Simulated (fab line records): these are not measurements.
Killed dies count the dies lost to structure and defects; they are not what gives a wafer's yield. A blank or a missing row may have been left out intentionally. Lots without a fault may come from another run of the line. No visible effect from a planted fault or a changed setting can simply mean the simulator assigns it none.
Which of the tools did it? :: flow nand harc :: 6 lots with 18 wafers sampled at 3 steps, on a route of 1302 steps

## WHAT THE GAUGES READ, wafer by wafer
NHARC_END_SORT_01.
lot: L889
measured: day 28 16:05
on: prober-02
killed at periphery: 2 7 5

lot: L893
measured: day 30 03:43
on: prober-01
killed at periphery: 15 6 9

lot: L897
measured: day 32 04:20
on: prober-02
killed at periphery: 3 0 1

## WHICH TOOL RAN EACH LOT (tool, then ch and the chambers of the sampled wafers, then the start)
lot: L881
NHARC_P_ZERO_WELL_DESCUM_39: rie diel-04 ch 0,2, day 3 06:08
NHARC_P_STI_CMP_21: cmp-01 ch 0,3, day 4 22:22

lot: L884
NHARC_P_ZERO_WELL_DESCUM_39: rie diel-02 ch 0,3, day 4 12:24
NHARC_P_STI_CMP_21: cmp-03 ch 1,2, day 6 10:26

lot: L889
NHARC_P_ZERO_WELL_DESCUM_39: rie diel-04 ch 1,2,3, day 6 14:24
NHARC_P_STI_CMP_21: cmp-03 ch 1,2,3, day 8 06:27

lot: L893
NHARC_P_ZERO_WELL_DESCUM_39: rie diel-13 ch 1,2,3, day 8 07:19
NHARC_P_STI_CMP_21: cmp-03 ch 0,3, day 9 19:17

lot: L897
NHARC_P_ZERO_WELL_DESCUM_39: rie diel-04 ch 2,3, day 9 22:17
NHARC_P_STI_CMP_21: cmp-01 ch 0,3, day 11 14:08

lot: L899
NHARC_P_ZERO_WELL_DESCUM_39: rie diel-04 ch 0,3, day 10 19:05
NHARC_P_STI_CMP_21: cmp-01 ch 1,2, day 12 16:54
- NHARC_P_ZERO_WELL_DESCUM_39: chemistry O2, time 3 s.
- NHARC_P_STI_CMP_21: polishes, t overpolish 20 s, target thk 380.67 nm.

## THE ANSWER, worked out from the rows above alone
Rule: the usual values come from the lots themselves. Put in order of their means at a reading, lots are off if they are a third of the lots or fewer, leave a main group of 4 or more, and stand apart from it by a gap of 3 or more times the standard deviation of the main group's means; of several such gaps the widest counts. If all means in a main group match to the digits the tables above print for the reading, that group is not used. Also off: a lot with no number at a reading for which 4 or more lots have one. Where the step has rows for the other lots, those lots are counted as sound.
No lot is off at any reading shown: from this, nothing can be told.

## WHAT HAD BEEN PUT IN BY THE SIMULATOR
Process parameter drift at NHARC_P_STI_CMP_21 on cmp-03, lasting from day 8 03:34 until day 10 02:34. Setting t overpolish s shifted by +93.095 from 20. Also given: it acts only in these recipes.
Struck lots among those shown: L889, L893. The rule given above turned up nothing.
